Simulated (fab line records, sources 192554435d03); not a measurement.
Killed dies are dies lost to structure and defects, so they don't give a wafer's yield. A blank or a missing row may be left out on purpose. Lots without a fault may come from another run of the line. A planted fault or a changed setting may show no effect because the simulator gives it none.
Chamber matching | flow n5_finfet | N5_BEOL_M6_ALD_77 on ald_metal-01: 4 sister chambers
The step deposits TaN, target thk 2 nm, pulse time 2 s, purge time 3 s. 4 wafers are shown with their chamber, then 10 later ones without.

WAFERS WITH THEIR CHAMBER
wafer  | chamber | heater_power_w (W)
L087.1 | 0       | 368
L087.2 | 1       | 431
L091.1 | 2       | 382
L091.3 | 3       | 418

WAFERS WITHOUT THEIR CHAMBER
wafer  | heater_power_w (W)
L091.6 | 386
L090.1 | 432
L090.2 | 404
L090.3 | 382
L094.2 | 389
L094.3 | 412
L094.6 | 404
L097.2 | 377
L097.3 | 385
L097.5 | 417

WHICH CHAMBER EACH WENT THROUGH
wafer  | from the rows above          | in truth
L091.6 | can't be placed: 2 or 0      | 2
L090.1 | can't be placed: 1 or 3      | 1
L090.2 | can't be placed: 3 or 2 or 1 | 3
L090.3 | can't be placed: 2 or 0      | 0
L094.2 | can't be placed: 2 or 0      | 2
L094.3 | can't be placed: 3 or 1      | 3
L094.6 | can't be placed: 3 or 2 or 1 | 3
L097.2 | can't be placed: 2 or 0      | 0
L097.3 | can't be placed: 2 or 0      | 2
L097.5 | can't be placed: 3 or 1      | 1
Placed correctly: 0 of 10. Can't be placed from these rows: 10 (the true chamber is among the candidates in 10). Placed wrongly: 0.
How it was worked out, from the rows above alone: a wafer's distance from a chamber is the root of the sum, over the readings, of the square of ((its reading less the chamber's mean) divided by the reading's scatter). The wafer belongs to the nearest chamber; if the next one is less than 2 further off, it can't be placed. A chamber's mean is the mean of its shown wafers. The scatter: with one shown wafer a chamber, the root of the mean of the squares of how far each hidden wafer lies from its nearest shown one.
